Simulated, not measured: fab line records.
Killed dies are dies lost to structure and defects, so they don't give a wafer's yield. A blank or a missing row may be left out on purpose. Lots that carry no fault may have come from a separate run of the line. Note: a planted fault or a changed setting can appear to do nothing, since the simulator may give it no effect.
Split-lot study + flow n5 finfet + route with 1938 steps; 7 lots, 39 wafers read

SPLIT DETAILS
At N5_FIN_SAQP_SPACER1_ALD_24 (deposits SiO2, target thk 20.3 nm, pulse time 1 s, purge time 2 s), the setting temp c was moved away from the recipe's 300 C on 12 of the 39 wafers read, by -4.7% to +1.9%. The other wafers ran this setting at the recipe's value.

FROM THE SPLIT TO THE READING: what the file shows between them, 2 steps
- N5_FIN_SAQP_SPACER1_ETCHBACK_25: etches SiO2 in CHF3/O2, target depth 24.4 nm, time 12.2 s
- N5_FIN_SAQP_MANDREL1_REMOVE_56: chemistry HBr/Cl2/O2, target a-Si, stops on SiNx, bt time 10 s

THE READING
cd nm, in nm, at N5_FIN_SAQP_CD_MEAS_27 (target cd 20 nm). A value of 20.29 nm with a standard deviation of 0.26 nm is what fault-free wafers of this fab line usually give.

| wafer  | tool, chamber at the split | temp c as run, C | against the recipe | cd nm, nm | against lot-mates on the recipe |
|--------|----------------------------|------------------|--------------------|-----------|---------------------------------|
| L074.1 | ald sin-04, 3,1,0          | 300              | recipe             | 20.28     | -                               |
| L074.2 | ald sin-04, 3,1,0          | 300              | recipe             | 20.29     | -                               |
| L074.3 | ald sin-04, 3,1,0          | 300              | recipe             | 20.15     | -                               |
| L075.1 | ald sin-04, 2,3,0          | 300              | recipe             | 20.75     | -                               |
| L075.2 | ald sin-04, 2,3,0          | 300              | recipe             | 20.77     | -                               |
| L075.3 | ald sin-04, 1,2            | 305.8            | +1.9%              | 20.55     | -0.09                           |
| L075.4 | ald sin-04, 2,3,0          | 300              | recipe             | 20.41     | -                               |
| L075.5 | ald sin-04, 1,2            | 305.8            | +1.9%              | 20.37     | -0.27                           |
| L075.6 | ald sin-04, 3              | 305.8            | +1.9%              | 20.40     | -0.24                           |
| L084.1 | ald sin-01, 3,0            | 300              | recipe             | 20.07     | -                               |
| L084.2 | ald sin-01, 1,2            | 291.9            | -2.7%              | 21.00     | +0.85                           |
| L084.3 | ald sin-01, 2              | 300              | recipe             | 20.33     | -                               |
| L084.4 | ald sin-01, 3,0            | 300              | recipe             | 20.04     | -                               |
| L084.5 | ald sin-01, 1,2            | 291.9            | -2.7%              | 20.98     | +0.83                           |
| L084.6 | ald sin-01, 3              | 291.9            | -2.7%              | 20.77     | +0.62                           |
| L087.1 | ald sin-01, 3,1            | 300              | recipe             | 19.66     | -                               |
| L087.2 | ald sin-01, 2              | 300              | recipe             | 19.98     | -                               |
| L087.3 | ald sin-01, 3,1            | 300              | recipe             | 20.36     | -                               |
| L087.4 | ald sin-01, 0              | 285.8            | -4.7%              | 21.09     | +1.09                           |
| L087.5 | ald sin-01, 0,1            | 285.8            | -4.7%              | 21.11     | +1.11                           |
| L087.6 | ald sin-01, 0,1            | 285.8            | -4.7%              | 21.17     | +1.17                           |
| L088.1 | ald sin-04, 2,1            | 300              | recipe             | 20.19     | -                               |
| L088.2 | ald sin-04, 1              | 300              | recipe             | 19.92     | -                               |
| L088.3 | ald sin-04, 0,3,0          | 285.9            | -4.7%              | 21.33     | +1.24                           |
| L088.4 | ald sin-04, 0,3,0          | 285.9            | -4.7%              | 21.57     | +1.48                           |
| L088.5 | ald sin-04, 0,3,0          | 285.9            | -4.7%              | 21.49     | +1.40                           |
| L088.6 | ald sin-04, 2,1            | 300              | recipe             | 20.17     | -                               |
| L090.1 | ald sin-04, 1,2,3,2,3      | 300              | recipe             | 20.55     | -                               |
| L090.2 | ald sin-04, 1,2,3,2,3      | 300              | recipe             | 20.30     | -                               |
| L090.3 | ald sin-04, 1,2,3,2,3      | 300              | recipe             | 20.25     | -                               |
| L090.4 | ald sin-04, 1              | 300              | recipe             | 20.20     | -                               |
| L090.5 | ald sin-04, 1,2,3,2,3      | 300              | recipe             | 20.27     | -                               |
| L090.6 | ald sin-04, 1,2,3,2,3      | 300              | recipe             | 20.24     | -                               |
| L096.1 | ald sin-03, 1,0,3,2,0,1    | 300              | recipe             | 19.69     | -                               |
| L096.2 | ald sin-03, 1,0,3,2,0,1    | 300              | recipe             | 20.56     | -                               |
| L096.3 | ald sin-03, 1,0,3,2,0,1    | 300              | recipe             | 19.87     | -                               |
| L096.4 | ald sin-03, 1,0,3,2,0,1    | 300              | recipe             | 20.18     | -                               |
| L096.5 | ald sin-03, 1,0,3,2,0,1    | 300              | recipe             | 20.02     | -                               |
| L096.6 | ald sin-03, 1,0,3,2,0,1    | 300              | recipe             | 20.30     | -                               |
When a row names more than one chamber, that row covers several wafers, and the file does not tell which wafer ran in which chamber.

FIT RESULTS
A straight line over all 39 wafers: cd nm changes by -0.194 nm for each +1% of temp c; r = -0.79; the points scatter about the line by 0.29 nm.
The same after taking each lot's own level away (the mean of its wafers on the recipe; 39 wafers): -0.249 nm for each +1%; r = -0.93; scatter 0.2 nm.
Per that fit: largest temp c move, reading shift of 1.2 nm.
The lots' own levels span 20.000 to 20.643 nm, that is 2.5 times the standard deviation above.
So the lot-to-lot level blurs the effect unless lot-mates are compared.
Check: with one of the wafers moved furthest among these (-4.7%) left out of the fit, the line predicts +1.24 nm for it against its lot-mates. Against them it came out at +1.09 nm.

ADDITIONAL SPLITS CARRIED BY THESE WAFERS
Before the reading, these wafers also passed through other splits. Each is held against what the fit with the lots' levels taken away leaves over:
| other split on the same wafers  | wafers away from the commonest value | r with cd nm (lot level and that fit taken away) |
|---------------------------------|--------------------------------------|--------------------------------------------------|
| N5_WELL_APT_EPI_41 target thk a | 12                                   | +0.11                                            |

THE WHOLE CHAIN: every reading that the file lists as answering this split, in the file's order
| step                           | what it does                                                      | reading                                                                                 | change (the file's fit)               | r (the file's) |
|--------------------------------|-------------------------------------------------------------------|-----------------------------------------------------------------------------------------|---------------------------------------|----------------|
| N5_FIN_SAQP_SPACER1_ALD_24     | deposits SiO2, target thk 20.3 nm, pulse time 1 s, purge time 2 s | SiO2_of_FIN_SAQP_SPACER1_ALD_24.thk nm (the simulator's own value, which no gauge read) | -0.214 nm for each +1% of the setting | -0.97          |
| N5_FIN_SAQP_MANDREL1_REMOVE_56 | chemistry HBr/Cl2/O2, target a-Si, stops on SiNx, bt time 10 s    | FIN_SAQP.cd nm (the simulator's own value, which no gauge read)                         | -0.214 nm for each +1% of the setting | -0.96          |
| N5_FIN_SAQP_CD_MEAS_27         | target cd 20 nm                                                   | cd nm                                                                                   | -0.256 nm for each +1% of the setting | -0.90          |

THE FILE'S OWN FIT
cd nm changes by -0.256 nm for each +1% of temp c, r = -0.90.
